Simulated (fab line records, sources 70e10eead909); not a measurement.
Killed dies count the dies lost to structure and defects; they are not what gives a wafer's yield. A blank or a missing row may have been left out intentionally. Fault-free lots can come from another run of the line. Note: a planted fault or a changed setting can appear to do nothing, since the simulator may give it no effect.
Chamber matching || flow nand harc || 3 sister chambers for NHARC_P_CONTACT_DEP_30 on pecvd-03
The step deposits SiNx, target thk 30 nm. 14 wafers are shown with their chamber, then 7 later ones without.

## WAFERS, EACH WITH ITS CHAMBER
{"wafer": "L074.1", "chamber": 2, "heater power w (W)": 624}
{"wafer": "L074.2", "chamber": 0, "heater power w (W)": 750}
{"wafer": "L074.3", "chamber": 1, "heater power w (W)": 992}
{"wafer": "L084.1", "chamber": 0, "heater power w (W)": 840}
{"wafer": "L084.2", "chamber": 2, "heater power w (W)": 703}
{"wafer": "L084.6", "chamber": 1, "heater power w (W)": 943}
{"wafer": "L087.1", "chamber": 1, "heater power w (W)": 906}
{"wafer": "L087.2", "chamber": 2, "heater power w (W)": 616}
{"wafer": "L087.3", "chamber": 0, "heater power w (W)": 836}
{"wafer": "L090.3", "chamber": 1, "heater power w (W)": 803}
{"wafer": "L090.4", "chamber": 1, "heater power w (W)": 793}
{"wafer": "L090.5", "chamber": 2, "heater power w (W)": 608}
{"wafer": "L091.1", "chamber": 1, "heater power w (W)": 799}
{"wafer": "L091.2", "chamber": 0, "heater power w (W)": 831}

SIGNATURES (averages over the wafers above)
{"reading": "heater power w", "chamber 0": 814.25, "chamber 1": 872.67, "chamber 2": 637.75, "scatter within a chamber": 66.2}
Rule: a wafer's distance from a chamber is the root of the sum, over the readings, of the square of ((its reading less the chamber's mean) divided by the reading's scatter). The wafer belongs to the nearest chamber; if the next one is less than 2 further off, it can't be placed. The scatter: the root of (the sum of the squares of (reading less its chamber's mean) over the shown wafers, divided by (wafers less chambers)).

## WAFERS WITH NO CHAMBER GIVEN
{"wafer": "L091.6", "heater power w (W)": 818}
{"wafer": "L095.2", "heater power w (W)": 914}
{"wafer": "L095.3", "heater power w (W)": 674}
{"wafer": "L095.6", "heater power w (W)": 924}
{"wafer": "L096.4", "heater power w (W)": 878}
{"wafer": "L096.5", "heater power w (W)": 608}
{"wafer": "L096.6", "heater power w (W)": 930}

## EACH ONE'S CHAMBER
{"wafer": "L091.6", "from the rows above": "can't be placed: 0 or 1", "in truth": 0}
{"wafer": "L095.2", "from the rows above": "can't be placed: 1 or 0", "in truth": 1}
{"wafer": "L095.3", "from the rows above": "can't be placed: 2 or 0", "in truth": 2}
{"wafer": "L095.6", "from the rows above": "can't be placed: 1 or 0", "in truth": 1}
{"wafer": "L096.4", "from the rows above": "can't be placed: 1 or 0", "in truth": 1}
{"wafer": "L096.5", "from the rows above": 2, "in truth": 2}
{"wafer": "L096.6", "from the rows above": "can't be placed: 1 or 0", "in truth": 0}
Correctly placed: 1 of 7. Not placeable from these rows: 6 (in 6, the candidates include the true chamber). Number placed wrongly: 0.
